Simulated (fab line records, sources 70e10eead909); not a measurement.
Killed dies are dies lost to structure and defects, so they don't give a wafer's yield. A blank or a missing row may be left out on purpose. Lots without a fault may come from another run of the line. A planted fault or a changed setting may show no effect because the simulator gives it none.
Chamber matching | flow nand_harc | NHARC_A_BONDPAD_DEP_00 on pecvd-01: 3 sister chambers
The step deposits SiCN, target thk 250 nm. 3 wafers are shown with their chamber, then 7 later ones without.

WAFERS WITH THEIR CHAMBER
wafer  | chamber | heater_power_w (W)
L900.5 | 1       | 430
L904.1 | 0       | 634
L904.2 | 2       | 510

WAFERS WITHOUT THEIR CHAMBER
wafer  | heater_power_w (W)
L904.3 | 653
L910.1 | 509
L910.3 | 502
L910.6 | 529
L911.1 | 482
L911.2 | 583
L911.5 | 721

WHICH CHAMBER EACH WENT THROUGH
wafer  | from the rows above     | in truth
L904.3 | 0                       | 0
L910.1 | can't be placed: 2 or 1 | 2
L910.3 | can't be placed: 2 or 1 | 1
L910.6 | can't be placed: 2 or 1 | 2
L911.1 | can't be placed: 2 or 1 | 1
L911.2 | can't be placed: 0 or 2 | 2
L911.5 | 0                       | 0
Placed correctly: 2 of 7. Can't be placed from these rows: 5 (the true chamber is among the candidates in 5). Placed wrongly: 0.
How it was worked out, from the rows above alone: a wafer's distance from a chamber is the root of the sum, over the readings, of the square of ((its reading less the chamber's mean) divided by the reading's scatter). The wafer belongs to the nearest chamber; if the next one is less than 2 further off, it can't be placed. A chamber's mean is the mean of its shown wafers. The scatter: with one shown wafer a chamber, the root of the mean of the squares of how far each hidden wafer lies from its nearest shown one.
